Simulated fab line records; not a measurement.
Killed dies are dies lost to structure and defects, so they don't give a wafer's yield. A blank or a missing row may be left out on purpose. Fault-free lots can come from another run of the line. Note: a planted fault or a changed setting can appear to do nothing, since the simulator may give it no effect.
Which tool was responsible? | flow nand-harc | 13 lots, 38 wafers sampled, at 5 steps of a route of 1302

WHAT EACH GAUGE READ, for each wafer
NHARC_P_M1_THK_MEAS_24: measures by xrf. Usual: thk-nm reads 157.7 nm (standard deviation 1.6).
lot  | measured     | on            | thk-nm (nm)       | flag
L919 | day 6 17:02  | film-metro-02 | 157.0 157.6 156.7 |
L921 | day 7 01:32  | film-metro-01 | 159.0 156.5 154.6 |
L923 | day 8 01:58  | film-metro-01 | 159.1 158.7 160.7 |
L925 | day 8 20:39  | film-metro-01 | 158.1 155.8 154.5 |
L931 | day 11 12:16 | film-metro-01 | 158.5 160.2       |
L932 | day 11 17:22 | film-metro-02 | 155.2 159.6 157.2 |
L934 | day 12 12:49 | film-metro-02 | 159.3 157.9 160.7 |
L935 | day 13 02:43 | film-metro-01 | 157.2 158.3 158.3 |
L936 | day 13 16:47 | film-metro-02 | 155.0 159.3 158.3 |
L937 | day 13 22:16 | film-metro-02 | 158.4 160.7 158.4 |
L940 | day 15 04:23 | film-metro-02 | 156.0 157.2 155.7 |
L941 | day 15 13:00 | film-metro-02 | 158.4 155.5 159.6 |
L942 | day 16 02:15 | film-metro-02 | 156.4 157.2 156.0 |

NHARC_END_SORT_01. Usual: defect-limited-yield 90.9 % (standard deviation 2.4); killed-at-array 56 (standard deviation 17); killed-at-other 1.2 (standard deviation 1.4); killed-at-periphery 4 (standard deviation 3.2); killed-dies 61 (standard deviation 16); killed-open 3.6 (standard deviation 2.1); killed-short 2.7 (standard deviation 1.8).
lot  | measured     | on        | defect-limited-yield (%) | killed-at-array | killed-at-other | killed-at-periphery | killed-dies | killed-open | killed-short | flag
L921 | day 24 18:47 | prober-02 | 88.8 91.3 88.5           | 76 57 76        | 0 1 0           | 0 1 2               | 76 59 78    | 2 0 5       | 8 1 1        |
L925 | day 26 04:04 | prober-01 | 88.3 89.1 90.8           | 71 71 57        | 2 0 2           | 6 3 3               | 79 74 62    | 2 1 2       | 5 2 3        |
L931 | day 30 12:11 | prober-02 | 92.8 90.7                | 44 60           | 1 0             | 4 3                 | 49 63       | 4 7         | 2 3          |
L932 | day 29 12:07 | prober-02 | 93.1 91.1 93.5           | 43 54 35        | 2 1 2           | 2 5 7               | 47 60 44    | 3 3 3       | 2 6 3        |
L935 | day 31 02:25 | prober-02 | 88.9 89.2 87.6           | 69 66 81        | 5 3 1           | 1 4 2               | 75 73 84    | 0 2 4       | 0 2 2        |
L936 | day 31 17:58 | prober-02 | 92.2 93.4 89.5           | 51 43 67        | 0 0 0           | 2 2 4               | 53 45 71    | 3 1 4       | 6 2 6        |

TOOL THAT RAN EACH LOT (tool first, then ch and the chambers of the sampled wafers, then the start)
lot  | NHARC_P_M1_ANNEAL_31             | NHARC_P_M2_PEB_07                 | NHARC_P_M2_STRIP_18
L919 | rtp-anneal-01 ch 0, day 6 16:29  | litho-track-01 ch 0, day 6 18:59  | rie-diel-10 ch 0,1,2, day 6 19:41
L921 | rtp-anneal-02 ch 0, day 7 00:53  | litho-track-01 ch 0, day 7 03:01  | rie-diel-11 ch 0,1,2, day 7 03:41
L923 | rtp-anneal-01 ch 0, day 8 01:22  | litho-track-01 ch 0, day 8 03:19  | rie-diel-10 ch 0,2,3, day 8 03:59
L925 | rtp-anneal-01 ch 0, day 8 20:03  | litho-track-01 ch 0, day 8 22:10  | rie-diel-10 ch 0,1,3, day 8 22:48
L931 | rtp-anneal-01 ch 0, day 11 11:43 | litho-track-01 ch 0, day 11 13:53 | rie-diel-10 ch 1,2, day 11 14:35
L932 | rtp-anneal-01 ch 0, day 11 16:43 | litho-track-04 ch 0, day 11 18:45 | rie-diel-10 ch 0,3, day 11 19:23
L934 | rtp-anneal-01 ch 0, day 12 12:08 | litho-track-06 ch 0, day 12 14:17 | rie-diel-11 ch 0,1, day 12 14:56
L935 | rtp-anneal-02 ch 0, day 13 02:06 | litho-track-04 ch 0, day 13 04:15 | rie-diel-11 ch 0,3, day 13 04:55
L936 | rtp-anneal-01 ch 0, day 13 16:11 | litho-track-06 ch 0, day 13 18:16 | rie-diel-11 ch 0,3, day 13 18:55
L937 | rtp-anneal-01 ch 0, day 13 21:40 | litho-track-01 ch 0, day 13 23:45 | rie-diel-11 ch 0,3, day 14 00:23
L940 | rtp-anneal-01 ch 0, day 15 03:49 | litho-track-06 ch 0, day 15 05:52 | rie-diel-09 ch 0,1, day 15 06:30
L941 | rtp-anneal-02 ch 0, day 15 12:21 | litho-track-06 ch 0, day 15 14:21 | rie-diel-09 ch 0,1,3, day 15 15:01
L942 | rtp-anneal-01 ch 0, day 16 01:36 | litho-track-06 ch 0, day 16 03:43 | rie-diel-09 ch 1,2,3, day 16 04:22
- NHARC_P_M1_ANNEAL_31: time 90 s.
- NHARC_P_M2_PEB_07: peb time 65 s.
- NHARC_P_M2_STRIP_18: strips in N2/H2.

AS READ BY THE TOOLS THEMSELVES (means over the sampled wafers that have a number; for cases with no such wafer, the mark the record gives instead)
NHARC_P_M1_ANNEAL_31. Usual: anneal-temp-c-max 226.1, standard deviation 0.33; wafer_temp_C_max 226.2, standard deviation 0.32.
lot  | tool          | anneal-temp-c-max | wafer_temp_C_max | flag
L919 | rtp-anneal-01 | 225.7             | 226.1            |
L921 | rtp-anneal-02 | 226.6             | 226.1            |
L923 | rtp-anneal-01 | 225.6             | 226.0            |
L925 | rtp-anneal-01 | 226.0             | 226.2            |
L931 | rtp-anneal-01 | 226.2             | 226.8            |
L932 | rtp-anneal-01 | 226.0             | 226.4            |
L934 | rtp-anneal-01 | 225.9             | 226.6            |
L935 | rtp-anneal-02 | 226.8             | 226.1            |
L936 | rtp-anneal-01 | 226.2             | 226.5            |
L937 | rtp-anneal-01 | 225.9             | 226.7            |
L940 | rtp-anneal-01 | 226.3             | 226.4            |
L941 | rtp-anneal-02 | 226.1             | 226.1            |
L942 | rtp-anneal-01 | 226.1             | 226.3            |

NHARC_P_M2_PEB_07. Usual: heater-power-total-W 156.7 W, standard deviation 0.41; plate-temp-C 99.98 C, standard deviation 0.12.
lot  | tool           | heater-power-total-W (W) | plate-temp-C (C) | flag
L919 | litho-track-01 | 156.7                    | 99.90            |
L921 | litho-track-01 | 156.4                    | 99.93            |
L923 | litho-track-01 | 156.8                    | 99.97            |
L925 | litho-track-01 | 156.5                    | 100.14           |
L931 | litho-track-01 | 155.3                    | 99.58            | OFF
L932 | litho-track-04 | 157.0                    | 100.09           |
L934 | litho-track-06 | 157.1                    | 99.96            |
L935 | litho-track-04 | 156.9                    | 100.13           |
L936 | litho-track-06 | 156.6                    | 99.96            |
L937 | litho-track-01 | 156.9                    | 99.91            |
L940 | litho-track-06 | 156.8                    | 99.81            |
L941 | litho-track-06 | 156.7                    | 99.89            |
L942 | litho-track-06 | 156.8                    | 99.84            |

NHARC_P_M2_STRIP_18. Usual: drypump-motor-current-A 5.4 A, standard deviation 0.38; oes-product-au 1.000 a.u., standard deviation 0.016; rf-vpp-V 90.7 V, standard deviation 0.92; showerhead-plenum-p-Torr 2.03 Torr, standard deviation 0.059; throttle-valve-pct 14.173 %, standard deviation 0.0086.
lot  | tool        | drypump-motor-current-A (A) | oes-product-au (a.u.) | rf-vpp-V (V) | showerhead-plenum-p-Torr (Torr) | throttle-valve-pct (%) | flag
L919 | rie-diel-10 | 5.1                         | 1.002                 | 90.4         | 2.02                            | 14.171                 |
L921 | rie-diel-11 | 5.7                         | 1.003                 | 91.4         | 2.04                            | 14.169                 |
L923 | rie-diel-10 | 5.2                         | 1.007                 | 91.0         | 2.03                            | 14.172                 |
L925 | rie-diel-10 | 5.1                         | 0.999                 | 90.5         | 2.00                            | 14.180                 |
L931 | rie-diel-10 | 5.0                         | 0.994                 | 91.6         | 2.07                            | 14.166                 |
L932 | rie-diel-10 | 5.2                         | 1.018                 | 89.8         | 2.01                            | 14.176                 |
L934 | rie-diel-11 | 6.0                         | 1.015                 | 91.1         | 2.02                            | 14.160                 |
L935 | rie-diel-11 | 5.6                         | 1.005                 | 90.7         | 2.04                            | 14.177                 |
L936 | rie-diel-11 | 5.6                         | 1.002                 | 90.6         | 2.04                            | 14.180                 |
L937 | rie-diel-11 | 5.6                         | 1.002                 | 90.5         | 2.04                            | 14.174                 |
L940 | rie-diel-09 | 5.1                         | 0.994                 | 90.8         | 2.07                            | 14.176                 |
L941 | rie-diel-09 | 5.4                         | 1.003                 | 91.2         | 2.04                            | 14.170                 |
L942 | rie-diel-09 | 5.2                         | 1.001                 | 90.4         | 2.01                            | 14.175                 |

THE ANSWER, worked out from the rows above alone
Rule: a lot is off if the mean of its wafers that have a number lies more than 3 standard deviations from the usual mean. A lot without any number at a reading at which 4 lots or more have one is off too. The other lots that the step has rows for count as sound. Order of review: gauges by route order, followed by the tools' own readings, for which a lot's mean as printed above is used. The first step at which some lot is off is used, and at that step the reading that is off furthest; a lot without a number counts as furthest.
Off at NHARC_P_M2_PEB_07 (heater-power-total-W): L931.
If a tool, at that step or one of the process steps before it, ran each lot that is off and ran no sound lot following the first of them, it fits. Of those tried, none fits.

WHAT THE SIMULATOR PUT IN
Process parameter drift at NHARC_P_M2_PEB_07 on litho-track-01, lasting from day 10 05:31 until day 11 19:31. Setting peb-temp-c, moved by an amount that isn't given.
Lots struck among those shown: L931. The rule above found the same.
